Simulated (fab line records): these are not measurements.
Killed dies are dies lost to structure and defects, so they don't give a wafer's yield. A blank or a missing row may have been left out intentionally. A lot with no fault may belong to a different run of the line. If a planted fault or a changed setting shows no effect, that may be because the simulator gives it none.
Chamber matching | flow nandHarc | 3 sister chambers for NHARC_A_CHANNEL_FILL_D2_CMP_10 on cmp-03
The step polishes, target thk 150 nm. 14 wafers are shown with their chamber, then 5 later ones without.

## WAFERS PAIRED WITH THEIR CHAMBERS
wafer  | chamber | motorCurrentA (A) | timeToEndpointS (s)
L075.1 | 2       | 14.7              | 18.1
L075.3 | 3       | 10.5              | 14.2
L075.5 | 2       | 14.2              | 15.3
L080.1 | 2       | 14.5              | 18.8
L080.2 | 1       | 11.9              | 16.2
L080.6 | 3       | 11.0              | 19.1
L083.1 | 1       | 11.3              | 16.4
L083.2 | 3       | 11.3              | 16.7
L083.6 | 2       | 14.7              | 15.8
L088.2 | 2       | 14.4              | 17.8
L088.4 | 1       | 11.7              | 13.4
L088.5 | 1       | 10.9              | 15.3
L090.1 | 3       | 10.8              | 12.6
L090.3 | 1       | 11.8              | 12.3

SIGNATURES (averages over the wafers above)
reading         | chamber 1 | chamber 2 | chamber 3 | scatter within a chamber
motorCurrentA   | 11.520    | 14.500    | 10.900    | 0.331
timeToEndpointS | 14.720    | 17.160    | 15.650    | 2.06
Rule: a wafer lies at a distance from a chamber equal to the root of the sum of squares, over the readings, of (its reading less the chamber's mean, divided by the reading's scatter). The wafer belongs to the nearest chamber; if the next one is less than 2 further off, it can't be placed. The scatter: take each reading less its chamber's mean, square it, sum over the shown wafers, divide by the number of wafers less the number of chambers, and take the root.

## WAFERS WITH NO CHAMBER GIVEN
wafer  | motorCurrentA (A) | timeToEndpointS (s)
L095.1 | 15.0              | 15.3
L095.2 | 11.3              | 13.3
L097.2 | 11.8              | 13.6
L097.3 | 10.5              | 12.5
L097.4 | 15.1              | 15.5

## THE CHAMBER EACH PASSED THROUGH
wafer  | from the rows above     | in truth
L095.1 | 2                       | 2
L095.2 | can't be placed: 1 or 3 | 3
L097.2 | can't be placed: 1 or 3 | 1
L097.3 | can't be placed: 3 or 1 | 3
L097.4 | 2                       | 2
Placed correctly: 2 of 5. Not placeable from these rows: 3 (in 3, the candidates include the true chamber). Number placed wrongly: 0.
